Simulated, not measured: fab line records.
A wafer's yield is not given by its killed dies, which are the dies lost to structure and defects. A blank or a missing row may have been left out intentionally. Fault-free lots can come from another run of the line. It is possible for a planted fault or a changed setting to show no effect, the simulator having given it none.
Matching of chambers / flow nand-harc / NHARC_A_WL_FILL_ETCHBACK_26 on rie-si-03 has 4 sister chambers
The step etches the open film in HBr, target depth 52 nm, time 13.3 s. 4 wafers are shown with their chamber, then 8 later ones without.

WAFERS WITH THEIR CHAMBER
wafer=L086.2; chamber=2; drypump-motor-current-A (A)=5.9
wafer=L088.1; chamber=0; drypump-motor-current-A (A)=6.0
wafer=L088.6; chamber=3; drypump-motor-current-A (A)=6.3
wafer=L095.1; chamber=1; drypump-motor-current-A (A)=5.6

WAFERS WITHOUT THEIR CHAMBER
wafer=L095.2; drypump-motor-current-A (A)=6.0
wafer=L095.4; drypump-motor-current-A (A)=6.4
wafer=L093.4; drypump-motor-current-A (A)=5.9
wafer=L093.5; drypump-motor-current-A (A)=5.9
wafer=L093.6; drypump-motor-current-A (A)=6.4
wafer=L096.3; drypump-motor-current-A (A)=5.9
wafer=L096.5; drypump-motor-current-A (A)=6.1
wafer=L096.6; drypump-motor-current-A (A)=5.6

EACH ONE'S CHAMBER
wafer=L095.2; from the rows above=can't be placed: 0 or 2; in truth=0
wafer=L095.4; from the rows above=3; in truth=3
wafer=L093.4; from the rows above=can't be placed: 2 or 0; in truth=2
wafer=L093.5; from the rows above=can't be placed: 2 or 0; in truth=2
wafer=L093.6; from the rows above=3; in truth=3
wafer=L096.3; from the rows above=can't be placed: 2 or 0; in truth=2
wafer=L096.5; from the rows above=can't be placed: 0 or 2 or 3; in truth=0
wafer=L096.6; from the rows above=1; in truth=1
Correctly placed: 3 of 8. Can't be placed from these rows: 5 (the true chamber is among the candidates in 5). 0 placed wrongly.
How it was worked out, from the rows above alone: a wafer's distance from a chamber is the root of the sum, over the readings, of the square of ((its reading less the chamber's mean) divided by the reading's scatter). If the next closest chamber is less than 2 further off than the closest, the wafer can't be placed; otherwise it belongs to the closest. A chamber's mean is the mean of its shown wafers. The scatter: with one shown wafer a chamber, the root of the mean of the squares of how far each hidden wafer lies from its nearest shown one.
